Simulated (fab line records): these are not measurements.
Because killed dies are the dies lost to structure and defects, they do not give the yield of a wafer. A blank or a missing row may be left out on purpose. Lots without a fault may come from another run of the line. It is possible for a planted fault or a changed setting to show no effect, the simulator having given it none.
Matching of chambers	flow nand harc	4 sister chambers for NHARC_P_GATE_ALD_36 on ald sin-02
The step deposits SiNx, target thk 20 nm, pulse time 60 s, ald cycles 223. 4 wafers are shown with their chamber, then 8 later ones without.

EACH WAFER AND ITS CHAMBER
wafer	chamber	heater power w (W)
L090.4	2	1115
L090.1	3	1032
L090.6	1	804
L091.2	0	879

WAFERS MISSING THEIR CHAMBER
wafer	heater power w (W)
L091.1	787
L091.3	1027
L094.2	1080
L094.4	885
L094.6	1104
L096.1	1071
L096.5	796
L096.6	1119

WHICH CHAMBER EACH WENT THROUGH
wafer	from the rows above	in truth
L091.1	1	1
L091.3	3	3
L094.2	can't be placed: 2 or 3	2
L094.4	0	0
L094.6	2	2
L096.1	can't be placed: 3 or 2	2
L096.5	1	1
L096.6	2	2
6 of 8 placed correctly. Cannot be placed on the basis of these rows: 2; the candidates contain the true chamber in 2. Placed wrongly: 0.
How it was worked out, from the rows above alone: a wafer's distance from a chamber is the root of the sum, over the readings, of the square of ((its reading less the chamber's mean) divided by the reading's scatter). If the next closest chamber is less than 2 further off than the closest, the wafer can't be placed; otherwise it belongs to the closest. For every chamber, the mean is computed from those of its wafers that are shown. The scatter (one wafer shown for each chamber): square how far every hidden wafer sits from the nearest shown wafer, average those squares and take the square root.
